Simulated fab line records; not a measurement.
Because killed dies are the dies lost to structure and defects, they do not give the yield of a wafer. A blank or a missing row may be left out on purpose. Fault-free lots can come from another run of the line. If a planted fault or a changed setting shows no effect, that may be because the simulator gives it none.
fab line records	flow n5Finfet
[record] lots = 6	wafers = 17	lastDay = 19
route steps=1938 shown BEOL_M4@1106 BEOL_M5@1112 PASSIVATION@1936
lots that met no fault: taken from a fault-free run of the same line
startH: hours from the record's first day to the start of the lot's first wafer shown	waitH: hours from the lot's prior step to this one	" same as the row above	L1.1+2: one row covering several wafers at once	- no value, or no start given	* or withheld: withheld	< > ~ a bound
route shown NAME@n: a module of which the file shows steps, and the number in the route of the first	usual: the fault-free wafers' mean and standard deviation	same: alike in all rows	chamber/n: place in a boat	sites: each site's reading	_std_site: the standard deviation of these	_edge_site: outer sites' mean less inner sites'	radiusMm: for every site, how far away it sits from the centre of the wafer	mask NAME#n: copy n	behind: the most recent tool/chamber to have shaped the wafer	hold: reason for holding the lot/hours on hold/outcome of the hold	device: the n, p or np transistor that did not switch	end of line: the tests these same wafers got at the end of their route	step lacking rows: just its recipe	killed: dies lost to structure and defects at the first sort, not the wafer's yield	map: a wafer's dies, x killed, . not, _ none there
set.NAME: the run value of the setting; set.NAME@STEP: its run value at that earlier step	model.NAME: the simulator's own value behind a step, which no gauge read
lots at some steps of the route; a table a step, a row a wafer
services: from which hour (startH, from the record's first day; less than 0 if before it) a tool's chamber was out of use, for how many hours, and why
[[steps]]
[step N5_BEOL_M4_CO_CAP_55]
[recipe] material = Co	targetThkA = 20	tempC = 200	precursor = CCTBA/H2	pressureTorr = 30	timeS = 102.1
[step N5_BEOL_M4_PRE_CLEAN_56]
[recipe] gas = NH3	timeS = 15	tempC = withheld	rfPowerW = 300
[step N5_BEOL_M4_DEP_57]
[recipe] material = SiCN	targetThkA = 80	tempC = withheld	precursor = 3MS/NH3	pressureTorr = 3	rfW = 202	timeS = 14
[step N5_BEOL_M4_RS_MEAS_58]
[recipe] thkMeasGauge = four-point-probe	reads = Co_of_BEOL_M4_CO_CAP_55+Cu_of_BEOL_M4_ECD_50+Co_of_BEOL_M4_CVD_47+TaN_of_BEOL_M4_ALD_84
[usual] M4_RS = 0.667/0.028
lot.wafer	tool	chamber	startH	waitH	M4_RS[ohm/sq]
L384.1	filmMetro-02	-	181.90	0.0	0.714
L384.3	"	-	"	"	0.673
L384.4	"	-	"	"	0.665
L383.3	filmMetro-02	-	184.97	0.1	0.648
L383.4	"	-	"	"	0.648
L383.6	"	-	"	"	0.652
L390.3	filmMetro-02	-	211.55	0.1	0.620
L390.4	"	-	"	"	0.620
L390.6	"	-	"	"	0.619
L391.1	filmMetro-01	-	227.97	0.0	0.649
L391.2	"	-	"	"	0.652
L391.4	"	-	"	"	0.652
L398.1	filmMetro-01	-	270.88	0.0	0.667
L398.2	"	-	"	"	0.683
L398.5	"	-	"	"	0.711
L405.5	filmMetro-01	-	335.84	0.0	0.690
L405.6	"	-	"	"	0.656
[step N5_BEOL_M4_INSPECT_59]
[recipe] inspectInstrument = darkfield	mode = postDep
[usual] rawDefectCount = 74/26
lot.wafer	tool	chamber	startH	waitH	rawDefectCount
L384.1	defectInspect-01	-	181.92	0.0	76
L384.3	"	-	"	"	46
L384.4	"	-	"	"	40
L383.3	defectInspect-01	-	185.00	0.0	92
L383.4	"	-	"	"	100
L383.6	"	-	"	"	80
L390.3	defectInspect-02	-	211.57	0.0	81
L390.4	"	-	"	"	76
L390.6	"	-	"	"	35
L391.1	defectInspect-01	-	228.00	0.0	46
L391.2	"	-	"	"	66
L391.4	"	-	"	"	75
L398.1	defectInspect-01	-	270.91	0.0	83
L398.2	"	-	"	"	52
L398.5	"	-	"	"	90
L405.5	defectInspect-01	-	335.87	0.0	69
L405.6	"	-	"	"	66
[step N5_BEOL_M4_RC_MEAS_101]
[usual] DIBL_N = 37.2/2.1	DIBL_P = 37.3/2.3	IOFF_N = 0.18/0.041	IOFF_P = 0.24/0.042	ION_N = 680/13	ION_P = 466/7.7	SS_N = 71.8/0.68	SS_P = 73.5/0.66	VT_N = 249/3.6	VT_P = -248/3.4
lot.wafer	tool	chamber	startH	waitH	DIBL_N[mV/V]	DIBL_P[mV/V]	IOFF_N[nA/um]	IOFF_P[nA/um]	ION_N[uA/um]	ION_P[uA/um]	SS_N[mV/dec]	SS_P[mV/dec]	VT_N[mV]	VT_P[mV]
L384.1	prober-01	0	181.95	0.0	40.3	40.1	0.26	0.28	702	470	72.7	74.2	243	-248
L384.3	"	0	"	"	36.7	35.7	0.17	0.21	686	464	71.6	73.6	249	-251
L384.4	"	0	"	"	37.9	37.0	0.20	0.22	689	463	72.1	74.0	247	-251
L383.3	prober-01	0	185.33	0.3	35.0	35.9	0.15	0.21	671	455	71.6	73.2	253	-254
L383.4	"	0	"	"	38.3	39.4	0.24	0.28	704	472	71.5	74.0	244	-244
L383.6	"	0	"	"	35.0	35.1	0.15	0.20	674	462	71.5	73.7	250	-251
L390.3	prober-01	0	211.91	0.3	38.4	39.0	0.21	0.26	688	465	72.0	73.7	244	-249
L390.4	"	0	"	"	33.6	34.5	0.12	0.18	661	463	71.1	72.1	252	-252
L390.6	"	0	"	"	33.7	34.4	0.12	0.18	663	460	70.5	72.4	251	-252
L391.1	prober-02	0	228.02	0.0	34.0	34.7	0.15	0.24	676	473	71.2	73.5	250	-245
L391.2	"	0	"	"	34.9	35.6	0.17	0.26	680	474	72.8	73.0	248	-242
L391.4	"	0	"	"	30.1	30.5	0.09	0.19	659	472	70.6	72.4	255	-246
L398.1	prober-02	0	270.93	0.0	36.5	38.3	0.18	0.26	693	477	71.9	73.7	248	-245
L398.2	"	0	"	"	36.5	37.6	0.17	0.24	688	483	71.8	73.5	248	-247
L398.5	"	0	"	"	40.1	42.2	0.26	0.34	710	488	73.0	75.3	243	-243
L405.5	prober-02	0	336.51	0.6	39.7	40.4	0.25	0.33	698	472	72.4	74.7	246	-243
L405.6	"	0	"	"	39.6	39.7	0.24	0.31	690	468	72.3	74.9	247	-244
[step N5_BEOL_M5_ILD_DEP_00]
[recipe] material = SiCOH_lowk	targetThkA = 1406.4	tempC = 300	precursor = DEMS/porogen	pressureTorr = 5	rfW = 500	timeS = 25.9
[usual] heaterPowerW = 321/63	showerheadPlenumPTorr = 5.744/0.016	throttleValvePct = 14.0/0.81
lot.wafer	tool	chamber	startH	waitH	heaterPowerW	showerheadPlenumPTorr	throttleValvePct
L384.1	pecvd-04	0	182.91	0.8	447	5.721	15.5
L384.3	"	2	"	"	358	5.743	13.3
L384.4	"	0	"	"	447	5.704	15.7
L383.3	pecvd-03	2	186.00	0.5	300	5.753	14.0
L383.4	"	1	"	"	327	5.742	13.4
L383.6	"	2	"	"	302	5.755	14.2
L390.3	pecvd-02	1	212.57	0.5	353	5.755	14.0
L390.4	"	2	"	"	235	5.732	13.3
L390.6	"	1	"	"	351	5.748	13.7
L391.1	pecvd-04	0	228.98	0.8	391	5.727	15.4
L391.2	"	2	"	"	351	5.752	13.3
L391.4	"	1	"	"	345	5.764	14.4
L398.1	pecvd-03	0	271.90	0.8	217	5.750	13.7
L398.2	"	2	"	"	306	5.755	12.4
L398.5	"	1	"	"	337	5.756	13.5
L405.5	pecvd-03	1	336.88	0.2	309	5.746	13.3
L405.6	"	2	"	"	280	5.764	12.9
[step N5_BEOL_M5_CURE_79]
[recipe] tempC = 385	timeS = 240	ambient = He/Ar	material = SiCOH_lowk
[step N5_BEOL_M5_THK_MEAS_01]
[recipe] reads = SiCOH_lowk_of_BEOL_M5_ILD_DEP_00
[usual] M5_ILD_THK = 121.2/1.6
lot.wafer	tool	chamber	startH	waitH	M5_ILD_THK[nm]
L384.1	filmMetro-01	-	183.48	0.4	119.5
L384.3	"	-	"	"	119.6
L384.4	"	-	"	"	121.1
L383.3	filmMetro-02	-	186.57	0.3	120.2
L383.4	"	-	"	"	121.8
L383.6	"	-	"	"	122.8
L390.3	filmMetro-01	-	213.14	0.3	119.2
L390.4	"	-	"	"	119.6
L390.6	"	-	"	"	121.0
L391.1	filmMetro-01	-	229.70	0.4	121.1
L391.2	"	-	"	"	121.4
L391.4	"	-	"	"	122.2
L398.1	filmMetro-01	-	272.95	0.8	120.1
L398.2	"	-	"	"	121.4
L398.5	"	-	"	"	121.2
L405.5	filmMetro-01	-	337.44	0.1	120.1
L405.6	"	-	"	"	123.9
[step N5_BEOL_M5_PECVD_70]
[recipe] material = SiO2	targetThkA = 160	tempC = 400	precursor = TEOS/O2	pressureTorr = 5.5	rfW = 450	teosFlowSccm = 53.8	gas = O2	flowSccm = 3000	timeS = 18
[usual] heaterPowerW = 749/120	showerheadPlenumPTorr = 8.80/0.066	throttleValvePct = 22.7/1.3
lot.wafer	tool	chamber	startH	waitH	heaterPowerW	showerheadPlenumPTorr	throttleValvePct
L384.1	pecvd-04	0	183.52	0.0	968	8.65	25.2
L384.3	"	2	"	"	837	8.82	21.7
L384.4	"	2	"	"	836	8.83	21.8
L383.3	pecvd-03	0	186.61	0.0	574	8.79	22.0
L383.4	"	1	"	"	679	8.83	21.7
L383.6	"	0	"	"	583	8.81	21.9
L390.3	pecvd-04	0	213.18	0.0	910	8.66	24.9
L390.4	"	0	"	"	887	8.65	24.9
L390.6	"	2	"	"	792	8.82	21.9
L391.1	pecvd-03	1	229.74	0.0	689	8.82	21.8
L391.2	"	0	"	"	552	8.79	22.2
L391.4	"	0	"	"	563	8.81	21.9
L398.1	pecvd-04	1	272.99	0.0	769	8.87	23.6
L398.2	"	2	"	"	730	8.82	21.7
L398.5	"	1	"	"	754	8.87	23.4
L405.5	pecvd-04	2	337.49	0.1	750	8.81	22.0
L405.6	"	0	"	"	945	8.65	24.8
[step N5_BEOL_M5_HM_DEP_02]
[recipe] material = TiN	targetThkA = 200	tempC = 25	chamberPressurePa = 0.49996
[step N5_BEOL_M5_COAT_59]
[recipe] resist = SOC	tempC = 250	timeS = 60	spinRpm = 1500	resistThkNm = 60
[step N5_BEOL_M5_COAT_60]
[recipe] resist = SiARC	tempC = 220	timeS = 60	spinRpm = 1500	resistThkNm = 12
[usual] dispensePressureKPa = 52/5.2	spinSpeedRpm = 1500.1/0.97
lot.wafer	tool	chamber	startH	waitH	dispensePressureKPa	spinSpeedRpm
L384.1	lithoTrack-01	0	184.20	-	46	1500.1
L384.3	"	0	"	"	46	1500.8
L384.4	"	0	"	"	46	1499.3
L383.3	lithoTrack-02	0	187.37	-	57	1498.9
L383.4	"	0	"	"	57	1499.0
L383.6	"	0	"	"	57	1499.5
L390.3	lithoTrack-02	0	214.88	-	57	1555.4
L390.4	"	0	"	"	57	1558.1
L390.6	"	0	"	"	57	1555.0
L391.1	lithoTrack-02	0	230.05	-	57	1557.9
L391.2	"	0	"	"	57	1555.8
L391.4	"	0	"	"	57	1558.0
L398.1	lithoTrack-01	0	273.99	-	46	1499.8
L398.2	"	0	"	"	46	1501.3
L398.5	"	0	"	"	46	1500.2
L405.5	lithoTrack-01	0	338.03	-	46	1500.8
L405.6	"	0	"	"	46	1500.5
[step N5_BEOL_M5_COAT_71]
[recipe] resist = underlayer	tempC = 205	timeS = 60	spinRpm = 1500	resistThkNm = 5
[step N5_BEOL_M5_COAT_05]
[recipe] resist = CAR-EUV	spinRpm = 1500	resistThkNm = 30
[step N5_BEOL_M5_EBR_07]
[recipe] solvent = PGMEA	ebrWidthMm = 1.5
[step N5_BEOL_M5_SOFTBAKE_06]
[recipe] tempC = 110	timeS = 60	resist = CAR-EUV
[step N5_BEOL_M5_EXPOSE_08]
[recipe] maskId = M5	na = 0.33	sourceShape = annular	sigmaInner = 0.4	sigmaOuter = 0.8	polarization = unpolarized	targetCdNm = 28	doseMj = 35.75
[step N5_BEOL_M5_PEB_09]
[recipe] pebTempC = 100	pebTimeS = 60	resist = CAR-EUV
[step N5_BEOL_M5_DEVELOP_10]
[recipe] developTimeS = 30	developer = TMAH	resist = CAR-EUV	rinseLiquid = surfactantRinse	dry = airSpin	devTempC = 23
[step N5_BEOL_M5_CD_MEAS_11]
[recipe] targetCdNm = 27.74	landingEnergyEv = 500	detector = seInlens
[usual] cdNm = 27.93/0.25
lot.wafer	tool	chamber	startH	waitH	cdNm
L384.1	cdSem-01	0	184.46	-	27.75
L384.3	"	0	"	"	27.88
L384.4	"	0	"	"	27.91
L383.3	cdSem-03	0	187.79	-	27.92
L383.4	"	0	"	"	28.46
L383.6	"	0	"	"	28.38
L390.3	cdSem-03	0	215.46	-	28.04
L390.4	"	0	"	"	27.93
L390.6	"	0	"	"	27.83
L391.1	cdSem-02	0	230.31	-	27.41
L391.2	"	0	"	"	28.05
L391.4	"	0	"	"	27.90
L398.1	cdSem-01	0	274.38	-	27.97
L398.2	"	0	"	"	28.19
L398.5	"	0	"	"	27.79
L405.5	cdSem-03	0	338.42	-	28.14
L405.6	"	0	"	"	28.15
[step N5_BEOL_M5_OVL_MEAS_12]
[recipe] pointsPerWafer = 522
[usual] M5_OVL = -0.1/0.67
lot.wafer	tool	chamber	startH	waitH	M5_OVL[nm]
L384.1	overlay-01	0	184.49	0.0	0.0
L384.3	"	0	"	"	0.4
L384.4	"	0	"	"	-0.3
L383.3	overlay-01	0	187.83	0.0	-0.2
L383.4	"	0	"	"	0.0
L383.6	"	0	"	"	0.9
L390.3	overlay-02	0	215.50	0.0	0.4
L390.4	"	0	"	"	-0.3
L390.6	"	0	"	"	0.0
L391.1	overlay-01	0	230.34	0.0	0.4
L391.2	"	0	"	"	-0.8
L391.4	"	0	"	"	-1.3
L398.1	overlay-02	0	274.41	0.0	-0.8
L398.2	"	0	"	"	-1.7
L398.5	"	0	"	"	-0.8
L405.5	overlay-02	0	338.48	0.1	-1.0
L405.6	"	0	"	"	-0.8
[step N5_BEOL_M5_INSPECT_13]
[recipe] mode = adi	inspectInstrument = brightfield
[usual] rawDefectCount = 400/86
lot.wafer	tool	chamber	startH	waitH	rawDefectCount
L384.1	defectInspect-01	-	184.55	0.1	657
L384.3	"	-	"	"	397
L384.4	"	-	"	"	473
L383.3	defectInspect-02	-	187.88	0.0	500
L383.4	"	-	"	"	461
L383.6	"	-	"	"	377
L390.3	defectInspect-02	-	215.54	0.0	421
L390.4	"	-	"	"	380
L390.6	"	-	"	"	443
L391.1	defectInspect-02	-	230.40	0.1	304
L391.2	"	-	"	"	359
L391.4	"	-	"	"	347
L398.1	defectInspect-01	-	274.47	0.1	409
L398.2	"	-	"	"	414
L398.5	"	-	"	"	392
L405.5	defectInspect-02	-	338.51	0.0	593
L405.6	"	-	"	"	455
[step N5_BEOL_M5_DESCUM_16]
[recipe] chemistry = O2	timeS = 7	sourcePowerW = 50	biasPowerW = 20	pressureMtorr = 20	rfFrequencyHz = 2.712e+07	tempC = 40	resist = CAR-EUV	o2FlowSccm = 225
[usual] drypumpMotorCurrentA = 5.8/0.5	oesProductAu = 0.82/0.079	rfVppV = 243.2/1.2	showerheadPlenumPTorr = 2.09/0.065	throttleValvePct = 20.27/0.25
lot.wafer	tool	chamber	startH	waitH	drypumpMotorCurrentA	oesProductAu	rfHoursCounterH	rfVppV	showerheadPlenumPTorr	throttleValvePct
L384.1	rieDiel-01	0	184.69	0.1	6.4	0.83	104	243.0	2.10	20.08
L384.3	"	1	"	"	5.8	0.89	35	245.2	2.23	19.95
L384.4	"	1	"	"	5.8	0.89	-	244.5	2.23	19.96
L383.3	rieDiel-03	0	188.11	0.2	4.9	0.78	140	243.3	2.10	20.15
L383.4	"	3	"	"	6.6	0.92	23	242.4	2.13	20.16
L383.6	"	2	"	"	5.8	0.75	-	243.4	2.10	20.26
L390.3	rieDiel-03	0	215.58	0.0	4.9	0.77	147	244.1	2.09	20.17
L390.4	"	1	"	"	6.1	0.73	180	244.1	2.15	20.80
L390.6	"	3	"	"	6.6	0.89	-	245.1	2.13	20.17
L391.1	rieDiel-01	3	230.78	0.4	5.4	0.94	11	243.6	2.07	20.07
L391.2	"	2	"	"	5.7	0.83	56	243.6	2.12	20.27
L391.4	"	1	"	"	5.8	0.87	50	245.4	2.23	19.98
L398.1	rieDiel-01	0	275.28	0.8	6.5	0.79	134	242.0	2.09	20.13
L398.2	"	1	"	"	5.8	0.86	65	244.2	2.22	19.99
L398.5	"	0	"	"	6.4	0.79	-	244.2	2.09	20.11
L405.5	rieDiel-03	0	338.56	0.0	4.9	0.75	-	242.9	2.08	20.23
L405.6	"	3	"	"	6.6	0.82	-	244.1	2.12	20.24
[step N5_BEOL_M5_ETCH_72]
[recipe] chemistry = N2/H2	target = underlayer	targetDepthA = 65	maskMaterial = CAR-EUV	timeS = 5.2	ionEnergyEv = 200	pressureMtorr = 30	sourceW = 840	biasW = 150	n2FlowSccm = 200	h2FlowSccm = 200	ends = cleared
[usual] drypumpMotorCurrentA = 5.8/0.5	etchRfOnTimeS = 5.15/0.1	oesProductAu = 0.70/0.07	rfVppV = 523.9/2.6	showerheadPlenumPTorr = 2.55/0.082	throttleValvePct = 17.7/0.3
lot.wafer	tool	chamber	startH	waitH	drypumpMotorCurrentA	etchRfOnTimeS	oesProductAu	rfHoursCounterH	rfVppV	showerheadPlenumPTorr	throttleValvePct
L384.1	rieDiel-01	0	184.72	0.0	6.4	5.25	0.69	104	525.5	2.56	17.6
L384.3	"	1	"	"	5.8	5.06	0.76	35	526.5	2.70	17.3
L384.4	"	1	"	"	5.7	5.04	0.78	-	528.1	2.70	17.4
L383.3	rieDiel-03	0	188.15	0.0	4.9	5.16	0.67	140	524.4	2.54	17.6
L383.4	"	3	"	"	6.6	4.87	0.80	23	524.8	2.60	17.5
L383.6	"	2	"	"	5.8	5.19	0.63	-	522.9	2.55	17.7
L390.3	rieDiel-03	0	215.61	0.0	4.9	5.27	0.66	147	523.4	2.54	17.6
L390.4	"	1	"	"	6.0	5.31	0.60	180	526.4	2.63	18.3
L390.6	"	3	"	"	6.6	5.04	0.77	-	525.4	2.59	17.5
L391.1	rieDiel-01	3	230.81	0.0	5.4	5.04	0.80	11	521.6	2.48	17.2
L391.2	"	2	"	"	5.7	5.24	0.71	56	525.5	2.60	17.8
L391.4	"	1	"	"	5.8	5.04	0.77	50	527.0	2.69	17.4
L398.1	rieDiel-01	0	275.32	0.0	6.5	5.15	0.67	134	524.1	2.55	17.7
L398.2	"	1	"	"	5.7	4.95	0.74	65	526.8	2.69	17.4
L398.5	"	0	"	"	6.5	5.20	0.67	-	520.1	2.55	17.7
L405.5	rieDiel-03	0	338.59	0.0	4.9	5.20	0.64	-	525.2	2.52	17.7
L405.6	"	3	"	"	6.7	5.10	0.70	-	524.7	2.57	17.6
[step N5_BEOL_M5_ETCH_61]
[recipe] chemistry = CF4	target = SiARC	targetDepthA = 156	maskMaterial = CAR-EUV	timeS = 26	ionEnergyEv = 80	pressureMtorr = 40	sourceW = 545	biasW = 36	Ar_flow_sccm = 100	cf4FlowSccm = 100	ends = cleared
[usual] drypumpMotorCurrentA = 5.8/0.5	etchRfOnTimeS = 25.7/0.51	oesProductAu = 0.70/0.07	rfVppV = 184.2/1.1	showerheadPlenumPTorr = 2.15/0.061	throttleValvePct = 15.46/0.27
lot.wafer	tool	chamber	startH	waitH	drypumpMotorCurrentA	etchRfOnTimeS	oesProductAu	rfHoursCounterH	rfVppV	showerheadPlenumPTorr	throttleValvePct	model.etch.depthNm
L384.1	rieDiel-01	0	184.74	0.0	6.4	25.7	0.70	104	183.6	2.15	15.40	12.04
L384.3	"	1	"	"	5.8	24.5	0.78	35	185.3	2.27	15.07	11.96
L384.4	"	1	"	"	5.8	25.1	0.78	-	185.9	2.27	15.04	12.01
L383.3	rieDiel-03	0	188.16	0.0	4.9	25.9	0.67	140	184.9	2.15	15.37	12.02
L383.4	"	3	"	"	6.6	24.5	0.79	23	183.7	2.18	15.29	11.97
L383.6	"	2	"	"	5.8	25.8	0.63	-	183.6	2.15	15.49	12.01
L390.3	rieDiel-03	0	215.63	0.0	4.9	26.0	0.66	147	182.4	2.15	15.38	11.83
L390.4	"	1	"	"	6.1	25.8	0.61	180	184.0	2.22	16.08	11.9
L390.6	"	3	"	"	6.6	24.7	0.77	-	186.1	2.18	15.29	11.86
L391.1	rieDiel-01	3	230.83	0.0	5.4	24.7	0.81	11	183.6	2.11	15.20	11.74
L391.2	"	2	"	"	5.7	25.4	0.70	56	184.3	2.17	15.46	11.72
L391.4	"	1	"	"	5.8	24.2	0.76	50	185.2	2.26	15.07	11.73
L398.1	rieDiel-01	0	275.33	0.0	6.5	26.1	0.67	134	184.7	2.14	15.45	11.95
L398.2	"	1	"	"	5.8	24.9	0.74	65	185.8	2.26	15.11	11.9
L398.5	"	0	"	"	6.5	26.0	0.68	-	184.5	2.14	15.44	11.91
L405.5	rieDiel-03	0	338.61	0.0	4.9	26.2	0.63	-	184.4	2.13	15.43	12.01
L405.6	"	3	"	"	6.6	25.3	0.71	-	183.5	2.17	15.37	11.99
[step N5_BEOL_M5_ETCH_62]
[recipe] chemistry = N2/H2	target = SOC	targetDepthA = 750	overetchA = 150	maskMaterial = SiARC	tempC = 40	timeS = 112.5	ionEnergyEv = 200	pressureMtorr = 30	sourceW = 840	biasW = 150	n2FlowSccm = 200	h2FlowSccm = 200
[usual] drypumpMotorCurrentA = 5.9/0.5	oesProductAu = 0.65/0.059	rfVppV = 524.0/2.3	showerheadPlenumPTorr = 2.55/0.082	throttleValvePct = 17.7/0.3
lot.wafer	tool	chamber	startH	waitH	drypumpMotorCurrentA	oesProductAu	rfHoursCounterH	rfVppV	showerheadPlenumPTorr	throttleValvePct
L384.1	rieDiel-01	0	184.77	0.0	6.5	0.65	104	525.6	2.56	17.6
L384.3	"	1	"	"	5.8	0.71	35	527.4	2.70	17.3
L384.4	"	1	"	"	5.8	0.70	-	529.0	2.70	17.3
L383.3	rieDiel-03	0	188.19	0.0	4.9	0.61	140	524.2	2.54	17.6
L383.4	"	3	"	"	6.6	0.71	23	525.5	2.59	17.5
L383.6	"	2	"	"	5.8	0.59	-	524.1	2.55	17.7
L390.3	rieDiel-03	0	215.66	0.0	4.9	0.62	147	523.2	2.54	17.6
L390.4	"	1	"	"	6.1	0.57	180	525.7	2.63	18.3
L390.6	"	3	"	"	6.7	0.70	-	526.2	2.59	17.5
L391.1	rieDiel-01	3	230.86	0.0	5.4	0.74	11	523.8	2.48	17.2
L391.2	"	2	"	"	5.7	0.66	56	524.5	2.60	17.8
L391.4	"	1	"	"	5.7	0.69	50	527.7	2.69	17.3
L398.1	rieDiel-01	0	275.36	0.0	6.4	0.63	134	524.8	2.55	17.6
L398.2	"	1	"	"	5.8	0.67	65	528.8	2.69	17.4
L398.5	"	0	"	"	6.4	0.62	-	525.6	2.55	17.6
L405.5	rieDiel-03	0	338.68	0.1	4.9	0.59	-	522.8	2.52	17.6
L405.6	"	3	"	"	6.6	0.65	-	526.1	2.57	17.6
[step N5_PASSIVATION_PROBE_49]
[usual] defectLimitedYield = 91.0/1.6	killed_at_M0_to_M3 = 35/11	killed_at_M4_up = 14/5.3	killedAtContacts = 13/6.7	killedAtFrontEnd = 41/12	killedAtOther = 3.9/2.7	killedDies = 106/19	killedOpen = 70/14	killedShort = 35/8.8	sort_bin_4_leakage = 0.01/0.058	sort_bin_5_function = 5.3/1	sort_bin_6_memory = 3.3/0.81	sortNPass = 1073/19	sortYieldPct = 91.0/1.6
[same] grossDies = 1180	killedAtBackSide = 0	sort_bin_8_speed[%] = 0
lot.wafer	tool	chamber	startH	waitH	defectLimitedYield[%]	killed_at_M0_to_M3	killed_at_M4_up	killedAtContacts	killedAtFrontEnd	killedAtOther	killedDies	killedOpen	killedShort	sort_bin_4_leakage[%]	sort_bin_5_function[%]	sort_bin_6_memory[%]	sortNPass	sortYieldPct[%]
L391.1	prober-01	-	335.31	0.0	92.5	26	17	3	38	4	88	67	20	0	4.2	3.2	1092	92.5
L391.2	prober-01	-	335.36	0.1	91.4	35	18	5	39	5	102	68	34	0	5.1	3.2	1078	91.4
L391.4	prober-01	-	335.46	0.2	89.5	38	16	21	45	4	124	75	48	0	5.6	4.5	1056	89.5
// killed by level:class
L391.1 STI_FIN_REVEAL:geometricParticle:open=14 BEOL_M4:geometricParticle:open=10 FIN_SAQP:geometricParticle:open=8 BEOL_M3:geometricParticle:open=8 BEOL_M1:geometricParticle:open=7 FIN_SAQP:geometricParticle:short=4 MOL_CONTACT_COAG:geometricParticle:open=3 BEOL_M0_SAQP:geometricParticle:open=3
L391.2 BEOL_M4:geometricParticle:open=12 BEOL_M0_SAQP:geometricParticle:open=11 FIN_SAQP:geometricParticle:short=10 BEOL_M0_SAQP:geometricParticle:short=10 FIN_SAQP:geometricParticle:open=9 BEOL_M0:geometricParticle:open=6 STI_FIN_REVEAL:geometricParticle:open=5 DUMMY_GATE:geometricParticle:open=5
L391.4 STI_FIN_REVEAL:geometricParticle:open=16 MOL_CONTACT_COAG:geometricParticle:open=14 BEOL_M0_SAQP:geometricParticle:short=14 FIN_SAQP:geometricParticle:short=9 MOL_CONTACT_COAG:geometricParticle:short=7 DUMMY_GATE:geometricParticle:open=6 BEOL_M0_SAQP:geometricParticle:open=6 BEOL_M4:geometricParticle:open=6
[[services]]
tool	chamber	startH	hours	kind
pecvd-03	-	168.63	2.8	repair
rieDiel-03	2	170.50	10.6	repair
rieDiel-01	3	172.28	-	clean
rieDiel-01	3	172.28	-	consumableReplace:focusRing
rieDiel-01	3	172.28	17.3	scheduledDown
rieDiel-01	3	172.28	17.3	ventCycle
lithoTrack-01	-	196.44	-	consumableReplace:filter
rieDiel-01	3	216.72	5.4	repair
pecvd-04	2	221.37	2.1	scheduledDown
pecvd-03	2	222.84	7.1	repair
pecvd-03	2	229.98	-	clean
pecvd-03	2	229.98	-	consumableReplace:showerhead
pecvd-03	2	229.98	29.0	scheduledDown
pecvd-03	2	229.98	29.0	ventCycle
pecvd-02	-	264.28	5.5	pm
rieDiel-01	-	271.77	2.8	pm
rieDiel-01	2	285.53	14.8	repair
pecvd-04	1	307.59	2.1	scheduledDown
pecvd-03	-	324.74	0.7	repair
[[key]]
[firstSign] step = N5_BEOL_M5_COAT_60	reading = spinSpeedRpm	direction = up	sigmas = 58	usual = *	struck = *
effect none on later readings
[modelEffect] step = N5_BEOL_M5_ETCH_61	value = etch.depthNm	without = 12.02	struck = 11.8
metAt N5_BEOL_M5_COAT_60
struckWafers L390.3,L390.4,L390.6,L391.1,L391.2,L391.4
onsetBetween 187.37 214.88
[fault] kind = processParameterDrift	tool = lithoTrack-02	chamber = -	onsetH = 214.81	steps = N5_BEOL_M5_COAT_60	channel = spinRpm	offset = *	shape = step	endH = 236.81	actsIn = *	stated = *
